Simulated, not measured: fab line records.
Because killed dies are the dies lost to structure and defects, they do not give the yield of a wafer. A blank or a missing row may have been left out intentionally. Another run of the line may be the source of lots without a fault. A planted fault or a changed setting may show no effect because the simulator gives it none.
Which of the tools did it? / flow n5 finfet / at 1 step of a route of 1938, 12 lots with 36 wafers sampled

WHAT THE GAUGES READ, wafer by wafer
N5_BEOL_M2_CD_MEAS_35: target cd 18 nm, target cd y 22.2 nm.
lot=L076; measured=day 7 11:27; on=cd sem-02; cd nm (nm)=18.6 18.4 18.2
lot=L077; measured=day 7 17:15; on=cd sem-01; cd nm (nm)=18.1 17.4 18.4
lot=L078; measured=day 7 23:10; on=cd sem-03; cd nm (nm)=18.3 18.0 18.1
lot=L081; measured=day 8 17:32; on=cd sem-03; cd nm (nm)=18.1 18.0 17.8
lot=L083; measured=day 8 22:58; on=cd sem-01; cd nm (nm)=18.0 18.3 17.8
lot=L086; measured=day 10 04:10; on=cd sem-02; cd nm (nm)=17.8 18.1 17.6
lot=L087; measured=day 10 09:49; on=cd sem-01; cd nm (nm)=18.1 18.3 18.2
lot=L090; measured=day 10 12:44; on=cd sem-03; cd nm (nm)=17.8 18.3 17.8
lot=L091; measured=day 11 01:37; on=cd sem-03; cd nm (nm)=18.1 18.3 18.4
lot=L093; measured=day 11 15:34; on=cd sem-01; cd nm (nm)=17.9 17.9 17.4
lot=L094; measured=day 11 21:47; on=cd sem-03; cd nm (nm)=17.9 17.7 18.2
lot=L097; measured=day 13 08:16; on=cd sem-01; cd nm (nm)=18.0 17.5 18.1

EACH LOT AND THE TOOL THAT RAN IT (in order: tool; ch and the chambers of the sampled wafers; start)
There is no process step in the record ahead of these readings.

THE ANSWER, worked out from the rows above alone
Rule: usual is defined by the lots themselves. The widest of any qualifying gaps counts: lots, ordered by their means at a reading, are off when they make up no more than a third of the lots, leave a main group of 4 or more, and stand apart from it by 3 or more times the standard deviation of that group's means. A main group is skipped when, at the precision printed for the reading in the tables above, its means are all equal. Also off: a lot with no number at a reading for which 4 or more lots have one. All remaining lots with rows at the step are treated as sound.
None of the lots is off at any reading shown; this tells nothing.

WHAT WAS PUT IN BY THE SIMULATOR
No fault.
